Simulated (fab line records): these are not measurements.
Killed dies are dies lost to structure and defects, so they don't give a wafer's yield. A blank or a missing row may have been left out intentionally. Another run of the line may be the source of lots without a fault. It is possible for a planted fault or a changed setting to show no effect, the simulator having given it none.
Chamber matching    flow n5_finfet    ald_sin-02 running N5_SPACER0_ALD_08: 4 sister chambers
The step deposits SiNx, target thk 2 nm. 4 wafers are shown with their chamber, then 8 later ones without.

## WAFERS WITH THEIR CHAMBER
wafer   chamber  heater_power_w (W)
L090.3  2        949
L093.3  1        835
L093.4  0        880
L094.1  3        1068

## WAFERS WITH NO CHAMBER GIVEN
wafer   heater_power_w (W)
L094.5  959
L094.6  832
L095.2  899
L095.3  815
L095.5  1073
L097.2  918
L097.3  830
L097.6  828

## CHAMBER TAKEN BY EACH
wafer   from the rows above      in truth
L094.5  2                        2
L094.6  1                        1
L095.2  can't be placed: 0 or 2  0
L095.3  1                        1
L095.5  3                        3
L097.2  can't be placed: 2 or 0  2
L097.3  1                        1
L097.6  1                        1
Correct placement for 6 of the 8. Cannot be placed on the basis of these rows: 2; the candidates contain the true chamber in 2. 0 placed wrongly.
How it was worked out, from the rows above alone: a wafer's distance from a chamber is the root of the sum, over the readings, of the square of ((its reading less the chamber's mean) divided by the reading's scatter). The wafer belongs to the nearest chamber; if the next one is less than 2 further off, it can't be placed. The mean given for a chamber averages the wafers shown for that chamber. The scatter: with one shown wafer a chamber, the root of the mean of the squares of how far each hidden wafer lies from its nearest shown one.
